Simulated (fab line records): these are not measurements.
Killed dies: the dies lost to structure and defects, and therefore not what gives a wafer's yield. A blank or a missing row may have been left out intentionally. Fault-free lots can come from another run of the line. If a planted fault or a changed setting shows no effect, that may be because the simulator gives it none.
Chamber matching + flow nandHarc + NHARC_P_STI_DESCUM_14 on rieDiel-03 has 4 sister chambers
The step chemistry O2, time 3 s. 7 wafers are shown with their chamber, then 7 later ones without.

## EACH WAFER AND ITS CHAMBER
| wafer  | chamber | drypumpMotorCurrentA (A) | throttleValvePct (%) |
|--------|---------|--------------------------|----------------------|
| L803.6 | 0       | 6.4                      | 11.317               |
| L805.1 | 2       | 5.8                      | 11.329               |
| L805.4 | 1       | 5.3                      | 11.317               |
| L806.1 | 2       | 5.7                      | 11.307               |
| L806.3 | 1       | 5.3                      | 11.309               |
| L813.1 | 3       | 5.7                      | 11.304               |
| L813.5 | 3       | 5.6                      | 11.306               |

## WAFERS WHOSE CHAMBER IS MISSING
| wafer  | drypumpMotorCurrentA (A) | throttleValvePct (%) |
|--------|--------------------------|----------------------|
| L813.6 | 5.7                      | 11.316               |
| L815.1 | 5.8                      | 11.306               |
| L815.2 | 5.7                      | 11.313               |
| L815.6 | 5.8                      | 11.316               |
| L821.3 | 5.3                      | 11.301               |
| L821.5 | 5.8                      | 11.309               |
| L821.6 | 5.6                      | 11.302               |

## WHICH CHAMBER EACH WENT THROUGH
| wafer  | from the rows above     | in truth |
|--------|-------------------------|----------|
| L813.6 | can't be placed: 2 or 3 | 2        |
| L815.1 | can't be placed: 2 or 3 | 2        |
| L815.2 | can't be placed: 2 or 3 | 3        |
| L815.6 | can't be placed: 2 or 3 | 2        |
| L821.3 | 1                       | 1        |
| L821.5 | can't be placed: 2 or 3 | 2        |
| L821.6 | 3                       | 3        |
Correct placement for 2 of the 7. Not placeable from these rows: 5 (in 5, the candidates include the true chamber). Wrongly placed: 0.
How it was worked out, from the rows above alone: a wafer's distance from a chamber is the root of the sum, over the readings, of the square of ((its reading less the chamber's mean) divided by the reading's scatter). The wafer belongs to the nearest chamber; if the next one is less than 2 further off, it can't be placed. The mean given for a chamber averages the wafers shown for that chamber. The scatter: the root of (the sum of the squares of (reading less its chamber's mean) over the shown wafers, divided by (wafers less chambers)).
